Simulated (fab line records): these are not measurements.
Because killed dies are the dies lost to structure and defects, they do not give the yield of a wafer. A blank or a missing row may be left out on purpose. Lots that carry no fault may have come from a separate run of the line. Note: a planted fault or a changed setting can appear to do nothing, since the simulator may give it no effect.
fab line records ; flow n5Finfet
record lots=4; wafers=11; lastDay=18
route steps=1938 shown STI_FIN_REVEAL@183 DUMMY_GATE@212 BEOL_M4@1111 PASSIVATION@1936
lots with no fault: from the same line, run without faults
startH: hours from the record's first day to the start of the lot's first wafer shown ; waitH: hours elapsed since this lot's preceding step ; " same as the row above ; L1.1+2: several wafers, shown together as one row ; - no value, or no start was given ; * or withheld: withheld ; < > ~ a bound
route shown NAME@n: names a module that has steps shown in the file, with the first one's number in the route ; usual: mean and standard deviation over wafers with no fault ; same: alike in all rows ; chamber/n: place in a boat ; sites: each site's reading ; _std_site: the values' standard deviation ; _edge_site: outer sites' mean less inner sites' ; radiusMm: how far each site lies from the wafer's centre ; mask NAME#n: copy n ; behind: the most recent tool/chamber to have shaped the wafer ; hold: what put the lot on hold/how long, in hours/how the hold closed ; device: the transistor (n, p or np) that didn't switch ; end of line: the tests these same wafers got at the end of their route ; a step without rows: its recipe alone ; killed: not the wafer's yield, but the dies lost to structure and defects at the first sort ; map: a wafer's dies, x killed, . not, _ none there
set.NAME: the setting the step ran with; set.NAME@STEP: the setting that earlier step ran with ; model.NAME: the simulator's own value behind a step, which no gauge read
lots at some steps of the route; a table a step, a row a wafer
services: from which hour (startH, from the record's first day; less than 0 if before it) a tool's chamber was out of use, for how many hours, and why
## steps
# step N5_STI_FIN_REVEAL_ALD_00
# recipe material=SiO2; targetThkA=10; tempC=300; aldPrecursorFamily=BDEAS; aldCoReactant=O2-plasma; pulseTimeS=1; pressureTorr=2
# step N5_STI_FIN_REVEAL_ALD_14
# recipe material=Si3N4; targetThkA=30; tempC=400; aldPrecursorFamily=SiH2I2; aldCoReactant=N2/H2-plasma; pressureTorr=2
# step N5_STI_FIN_REVEAL_FCVD_FILL_01
# recipe material=SiO2_flowable; targetThkA=3120; tempC=100; pressureTorr=0.8; rfW=2000; timeS=512.2
# step N5_STI_FIN_REVEAL_DENSIFY_02
# recipe tempC=650; ambient=steam; timeS=1800; idleTempC=400; densificationPH2oTorr=640
# step N5_STI_FIN_REVEAL_CMP_04
# recipe stopOn=Si3N4; tOverpolishS=4; downForcePsi=2; platenRpm=54.18; postCmpClean=alkalineBrush; padVelocityMS=1.078; targetThkNm=131.83
# step N5_STI_FIN_REVEAL_DENSIFY_30
# recipe tempC=*; timeS=*; ambient=N2; idleTempC=600; rampUpCPerS=150; rampDownCPerS=60; coolToC=600
# step N5_STI_FIN_REVEAL_ETCHBACK_08
# recipe chemistry=C4F6/O2; target=SiO2; targetDepthA=305; timeS=10.167; ionEnergyEv=250; pressureMtorr=30; sourceW=345; biasW=185; Ar_flow_sccm=300; C4F6_flow_sccm=10; O2_flow_sccm=10
# step N5_STI_FIN_REVEAL_STRIP_24
# recipe chemistry=N2/H2; timeS=90; powerW=100; tempC=40; pressureMtorr=100; rfFrequencyHz=6e+07; biasPowerW=3; n2FlowSccm=300; h2FlowSccm=300
# step N5_STI_FIN_REVEAL_PRECLEAN_25
# recipe chemistry=SPM; timeS=90; tempC=120; mix=4:1
# step N5_STI_FIN_REVEAL_PRECLEAN_26
# recipe chemistry=SC1; timeS=45; tempC=46; mix=1:2:100
# step N5_STI_FIN_REVEAL_PRECLEAN_29
# recipe chemistry=DHF; timeS=30; tempC=25; dilution=300:1
# usual tempC=25.00/0.11
lot.wafer;tool;chamber;startH;waitH;tempC
L515.1;wetBench-04;7;77.83;0.0;25.29
L515.4;wetBench-04;0;77.83;0.0;25.24
L515.6;wetBench-04;2;77.83;0.0;25.13
L525.3;wetBench-04;5;137.14;0.0;24.93
L525.5;wetBench-04;6;137.14;0.0;24.98
L525.6;wetBench-04;0;137.14;0.0;25.02
L527.2;wetBench-04;4;148.56;0.0;24.80
L527.3;wetBench-04;0;148.56;0.0;24.99
L527.4;wetBench-04;5;148.56;0.0;25.07
L531.1;wetBench-05;4;173.50;0.0;25.25
L531.5;wetBench-05;5;173.50;0.0;24.99
# step N5_STI_FIN_REVEAL_SRD_12
# recipe timeS=30; tempC=23; rinseLiquid=diw; dry=ipaMarangoni
# step N5_STI_FIN_REVEAL_RECESS_09
# recipe chemistry=HF/NH3; target=SiO2; afsCycles=11; targetDepthA=425; tempC=30; sublimationTempC=180; sublimationTimeS=60
# step N5_STI_FIN_REVEAL_STRIP_16
# recipe chemistry=H3PO4; material=SiNx; tempC=165; targetDepthA=238; overetchFraction=0.4964; dry=ipaMarangoni
# step N5_STI_FIN_REVEAL_PRECLEAN_17
# recipe chemistry=NF3:NH3; afsCycles=1; tempC=30; timeS=20; sublimationTempC=180; sublimationTimeS=60; pressureTorr=3; rfPowerW=30
# step N5_STI_FIN_REVEAL_ETCH_34
# recipe chemistry=H2; mode=isotropic; material=Si; target=Si; targetDepthA=9.7; tempC=20; pressureMtorr=4.5; icpW=300; biasW=0; h2FlowSccm=7.5; heFlowSccm=142.5
# step N5_STI_FIN_REVEAL_OXIDATION_31
# recipe chemistry=O2_PLASMA_REMOTE; tempC=150; timeS=20; pressureMtorr=1000; sourcePowerW=2000; o2FlowSccm=3000
# step N5_STI_FIN_REVEAL_PRECLEAN_32
# recipe chemistry=NF3:NH3; afsCycles=1; tempC=30; timeS=20; sublimationTempC=180; sublimationTimeS=60; pressureTorr=3; rfPowerW=30
# step N5_STI_FIN_REVEAL_STRIP_35
# recipe chemistry=H3PO4; material=Si3N4; tempC=165; targetDepthA=40; timeS=39
# step N5_STI_FIN_REVEAL_SRD_21
# recipe dry=ipaMarangoni; timeS=30; tempC=23; rinseLiquid=diw
# step N5_STI_FIN_REVEAL_OXIDATION_33
# recipe chemistry=O2_PLASMA_REMOTE; tempC=150; timeS=20; pressureMtorr=1000; sourcePowerW=2000; o2FlowSccm=3000
# step N5_STI_FIN_REVEAL_CLEAN_19
# recipe chemistry=O3/DIW; tempC=25; timeS=120; o3Ppm=10
# step N5_STI_FIN_REVEAL_SRD_23
# recipe dry=ipaMarangoni; timeS=30; tempC=23; rinseLiquid=diw
# step N5_STI_FIN_REVEAL_PRECLEAN_18
# recipe chemistry=SC2; timeS=45; tempC=35; mix=1:1:50
# step N5_STI_FIN_REVEAL_SRD_28
# recipe dry=ipaMarangoni; timeS=30; tempC=23; rinseLiquid=diw
# step N5_STI_FIN_REVEAL_INSPECT_13
# recipe inspectInstrument=darkfield; mode=postClean
# usual rawDefectCount=11/5.1
lot.wafer;tool;chamber;startH;waitH;rawDefectCount
L515.1;defectInspect-01;-;80.69;0.0;12
L515.4;defectInspect-01;-;80.69;0.0;22
L515.6;defectInspect-01;-;80.69;0.0;8
L525.3;defectInspect-02;-;140.29;0.0;402
L525.5;defectInspect-02;-;140.29;0.0;383
L525.6;defectInspect-02;-;140.29;0.0;367
L527.2;defectInspect-01;-;151.41;0.0;383
L527.3;defectInspect-01;-;151.41;0.0;388
L527.4;defectInspect-01;-;151.41;0.0;386
L531.1;defectInspect-01;-;176.39;0.0;13
L531.5;defectInspect-01;-;176.39;0.0;10
# step N5_DUMMY_GATE_PRECLEAN_00
# recipe chemistry=O3/DIW; timeS=60; tempC=22; o3Ppm=10
# step N5_BEOL_M4_RC_MEAS_101
# usual DIBL_N=36.1/2; DIBL_P=36.3/2.5; IOFF_N=0.16/0.037; IOFF_P=0.21/0.039; ION_N=678/15; ION_P=465/8.7; SS_N=71.4/0.7; SS_P=73.3/0.74; VT_N=249/3.6; VT_P=-250.0/2.9
lot.wafer;tool;chamber;startH;waitH;DIBL_N[mV/V];DIBL_P[mV/V];IOFF_N[nA/um];IOFF_P[nA/um];ION_N[uA/um];ION_P[uA/um];SS_N[mV/dec];SS_P[mV/dec];VT_N[mV];VT_P[mV]
L515.1;prober-02;0;199.62;0.0;37.1;37.3;0.16;0.24;682;471;71.7;73.8;250;-248.0
L515.4;prober-02;0;199.62;0.0;38.9;40.3;0.18;0.29;664;462;72.1;74.2;249;-248.7
L515.6;prober-02;0;199.62;0.0;34.2;32.8;0.11;0.17;653;449;70.5;72.2;255;-251.8
L525.3;prober-02;0;299.46;0.3;32.7;32.9;0.11;0.16;668;463;70.4;72.5;256;-250.3
L525.5;prober-02;0;299.46;0.3;33.5;33.2;0.12;0.16;664;460;70.7;72.6;254;-253.1
L525.6;prober-02;0;299.46;0.3;38.5;41.1;0.21;0.30;676;469;71.9;74.7;247;-245.6
L527.2;prober-02;0;308.42;0.2;38.1;40.0;0.22;0.27;688;472;72.0;74.1;242;-249.1
L527.3;prober-02;0;308.42;0.2;34.3;35.7;0.13;0.20;681;470;70.7;73.4;254;-250.4
L527.4;prober-02;0;308.42;0.2;34.2;35.2;0.14;0.20;667;456;70.6;72.8;250;-253.2
L531.1;prober-02;0;313.10;0.0;34.4;35.3;0.13;0.20;663;456;70.3;73.5;250;-248.7
L531.5;prober-02;0;313.10;0.0;32.6;32.2;0.11;0.16;674;474;70.5;72.4;252;-252.8
# step N5_PASSIVATION_PROBE_49
# usual defectLimitedYield=91.1/1.3; killed_at_M0_to_M3=32/9.7; killed_at_M4_up=16/6; killedAtContacts=12/5.9; killedAtFrontEnd=41/11; killedAtOther=4/3.1; killedDies=104/16; killedOnRim=14/4; killedOpen=68/12; killedShort=34/7.4; sort_bin_5_function=5.1/0.85; sort_bin_6_memory=3.3/0.66; sortNPass=1075/16; sortYieldPct=91.1/1.4
# same grossDies=1180; killedAtBackSide=0; sort_bin_4_leakage[%]=0; sort_bin_8_speed[%]=0
lot.wafer;tool;chamber;startH;waitH;defectLimitedYield[%];killed_at_M0_to_M3;killed_at_M4_up;killedAtContacts;killedAtFrontEnd;killedAtOther;killedDies;killedOnRim;killedOpen;killedShort;sort_bin_5_function[%];sort_bin_6_memory[%];sortNPass;sortYieldPct[%]
L525.3;prober-01;-;400.04;0.1;83.8;19;22;17;133;0;191;29;78;27;9.8;4.0;989;83.8
L525.5;prober-01;-;400.14;0.2;88.3;27;22;6;79;4;138;27;50;36;7.1;3.2;1042;88.3
L525.6;prober-01;-;400.19;0.3;84.2;24;13;8;142;0;187;15;54;20;9.1;4.4;993;84.2
L527.2;prober-01;-;425.34;0.1;81.7;24;9;16;165;2;216;25;88;33;10.2;5.3;964;81.7
L527.3;prober-01;-;425.39;0.1;83.4;28;10;17;136;5;196;21;67;38;10.9;4.0;984;83.4
L527.4;prober-01;-;425.44;0.2;82.8;31;27;5;137;3;203;39;91;33;10.3;4.5;977;82.8
# killed by level:class
L525.3 STI_FIN_REVEAL:unspecified=81 MOL_CONTACT_COAG:geometricParticle:open=15 DUMMY_GATE:geometricParticle:open=14 STI_FIN_REVEAL:geometricParticle:open=9 BEOL_M4:geometricParticle:open=9 BEOL_M3:geometricParticle:open=8 FIN_SAQP:geometricParticle:open=6 HKMG_FIN:areaEtch=5
L525.5 STI_FIN_REVEAL:unspecified=52 BEOL_M4:geometricParticle:open=10 FIN_SAQP:geometricParticle:short=9 BEOL_M0_SAQP:geometricParticle:open=6 BEOL_M3:geometricParticle:open=6 MOL_CONTACT_COAG:geometricParticle:open=5 BEOL_M0_SAQP:geometricParticle:short=5 STI_FIN_REVEAL:geometricParticle:open=3
L525.6 STI_FIN_REVEAL:unspecified=107 MOL_CONTACT_COAG:geometricParticle:open=7 BEOL_M1:geometricParticle:open=7 HKMG_FIN:areaEtch=6 BEOL_M0_SAQP:geometricParticle:short=5 BEOL_M4:geometricParticle:open=5 FIN_SAQP:geometricParticle:open=4 DUMMY_GATE:geometricParticle:open=4
L527.2 STI_FIN_REVEAL:unspecified=77 FIN_SAQP:geometricParticle:open=22 HKMG_FIN:areaEtch=17 STI_FIN_REVEAL:geometricParticle:open=16 MOL_CONTACT_COAG:geometricParticle:open=11 BEOL_M0_SAQP:geometricParticle:short=7 FIN_SAQP:geometricParticle:short=6 BEOL_M0_SAQP:geometricParticle:open=6
L527.3 STI_FIN_REVEAL:unspecified=91 MOL_CONTACT_COAG:geometricParticle:open=16 FIN_SAQP:geometricParticle:short=13 BEOL_M0_SAQP:geometricParticle:short=12 FIN_SAQP:geometricParticle:open=8 DUMMY_GATE:geometricParticle:open=6 BEOL_M4:geometricParticle:open=6 STI_FIN_REVEAL:geometricParticle:open=5
L527.4 STI_FIN_REVEAL:unspecified=72 BEOL_M4:geometricParticle:open=18 FIN_SAQP:geometricParticle:open=15 DUMMY_GATE:geometricParticle:open=13 STI_FIN_REVEAL:geometricParticle:open=12 BEOL_M0_SAQP:geometricParticle:open=12 FIN_SAQP:geometricParticle:short=8 BEOL_M0_SAQP:geometricParticle:short=7
# map L525.3 (x killed, . not)
_________________............________________
______________.....x.x.xx......._____________
___________.x.......x.........x....__________
__________...........x.......x......_________
________.....x...x........x..........._______
_______......x.........................______
______.............x.............x...x.x_____
_____x............x...............x......____
____.............x......x......xx..x......___
___x.......................................__
___..........x......x..........x...........__
__.....................x.............x.x...._
__....x...................................x._
_.....x..........x........x..xx..............
_.x.xx......x..x.........x...................
_x.x..x.xx........................x....x.....
_xxxxxxx..x..................x...............
_xxxxxxxx.........x...xx..x..........x......x
_xxxxxxx.xx.......x.......x..................
_xxxxxxxxxxx................x................
_xxxxxxxxx..............x....................
__xxxxxxxxx........x......................xx_
__xxxxxx.x.x.x.........x...................._
___xxxxx..xx..............x..........x.....__
___xxxxxx.........x....x...x.............x.__
____..x...x...................x...........___
_____........x...x......x...x.......x....____
______xx.....x.....x.x..x....x......x..._____
_______x............xx.x......x.......x______
________...x...............x.x....x..._______
__________......x...x......x..x..xx._________
___________x....xxx....x....x.....x__________
______________.....x............_____________
_________________..x..x......________________
# map L527.2 (x killed, . not)
_________________.x..........________________
______________..........xx...xx._____________
___________................xx....x.__________
__________...x..............x......._________
________.......x......................_______
_______..........x....x...........x..x.______
______.....x..x....xx.....x............._____
_____.x.x.....................x.x........____
____..xx....................x...xx..xx...x___
___....x.....xx...........x....x...........__
___......xx.....x...........x..............__
__......x...............x..x.x....xx........_
__.................x.x...x.......x....x.x..._
_......x....xx.x.............x.........x.xx.x
_....x................x.........x...xxxxxxxxx
_.......x..............x...x..........xxxxxxx
_...x.x...........x..................xxxxxxxx
_...x......x............x...x...xxx...xxxxxxx
_..x......x...............x........xxxxxxxxxx
_.....x.....x.x....x................xxxxxxxxx
_.........x...........x.........xx..xxxxxxxxx
__.....x...x.x........x..x.xx..x.....xxxxxxx_
__......x......x................x..xx.xxxxxx_
___..............x.....x..........x.x..x..x__
___..........x.......x..x......x...x.x.....__
____....x..................x....x.x...x...___
_____.....x......................x....x.x____
______...x.........x....x.x......x....x._____
_______............x....x..............______
________.x.......x...........x...x...x_______
__________.................xx..x...._________
___________....xx......x...........__________
______________........x........._____________
_________________........x...________________
## services
tool;chamber;startH;hours;kind
wetBench-05;-;113.79;1.9;pm
## key
firstSign step=N5_STI_FIN_REVEAL_INSPECT_13; reading=rawDefectCount; direction=up; sigmas=73; usual=11; struck=385
effect step=N5_PASSIVATION_PROBE_49; reading=killedAtFrontEnd; direction=up; sigmas=8.6; usual=41; struck=132
moreKillsBornAt N5_STI_FIN_REVEAL_PRECLEAN_29@wetBench-04=480
metAt N5_STI_FIN_REVEAL_PRECLEAN_29
struckWafers L525.3,L525.5,L525.6,L527.2,L527.3,L527.4
baselineLoss step=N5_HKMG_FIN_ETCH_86; wafers=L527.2
onsetBetween 77.83 137.14
fault kind=chamberParticleSource; tool=wetBench-04; chamber=-; onsetH=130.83; steps=N5_STI_FIN_REVEAL_PRECLEAN_29; ratePerVisitCm2=0.57681; endH=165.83
# baselineLoss: these wafers lose ten dies or more at that step, a loss of the line's own and not of a fault; the sort's usual values leave them out
